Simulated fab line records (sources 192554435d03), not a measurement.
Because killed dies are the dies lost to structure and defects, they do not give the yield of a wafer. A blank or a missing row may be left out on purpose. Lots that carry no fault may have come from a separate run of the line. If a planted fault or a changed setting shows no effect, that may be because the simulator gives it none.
Chamber matching | flow n5_finfet | ald_metal-02 running N5_MOL_CONTACT_COAG_ALD_20: 4 sister chambers
The step deposits TiN, target thk 1.5 nm, pulse time 1 s, purge time 3 s. 4 wafers are shown with their chamber, then 12 later ones without.

== WAFERS, EACH WITH ITS CHAMBER ==
wafer  | chamber | heater_power_w (W)
L080.6 | 1       | 953
L090.1 | 3       | 1026
L090.3 | 2       | 797
L090.5 | 0       | 979

== WAFERS MISSING THEIR CHAMBER ==
wafer  | heater_power_w (W)
L092.2 | 804
L092.4 | 1057
L092.6 | 1014
L093.2 | 1020
L093.3 | 1032
L093.5 | 943
L095.1 | 944
L095.2 | 1015
L095.5 | 1047
L097.3 | 793
L097.5 | 1028
L097.6 | 787

== WHICH CHAMBER EACH ONE RAN IN ==
wafer  | from the rows above     | in truth
L092.2 | 2                       | 2
L092.4 | 3                       | 3
L092.6 | can't be placed: 3 or 0 | 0
L093.2 | 3                       | 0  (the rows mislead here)
L093.3 | 3                       | 3
L093.5 | can't be placed: 1 or 0 | 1
L095.1 | can't be placed: 1 or 0 | 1
L095.2 | can't be placed: 3 or 0 | 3
L095.5 | 3                       | 3
L097.3 | 2                       | 2
L097.5 | 3                       | 3
L097.6 | 2                       | 2
7 of 12 placed correctly. Cannot be placed on the basis of these rows: 4; the candidates contain the true chamber in 4. Wrongly placed: 1.
How it was worked out, from the rows above alone: a wafer's distance from a chamber is the root of the sum, over the readings, of the square of ((its reading less the chamber's mean) divided by the reading's scatter). The wafer belongs to the nearest chamber; if the next one is less than 2 further off, it can't be placed. For every chamber, the mean is computed from those of its wafers that are shown. The scatter (one wafer shown for each chamber): square how far every hidden wafer sits from the nearest shown wafer, average those squares and take the square root.
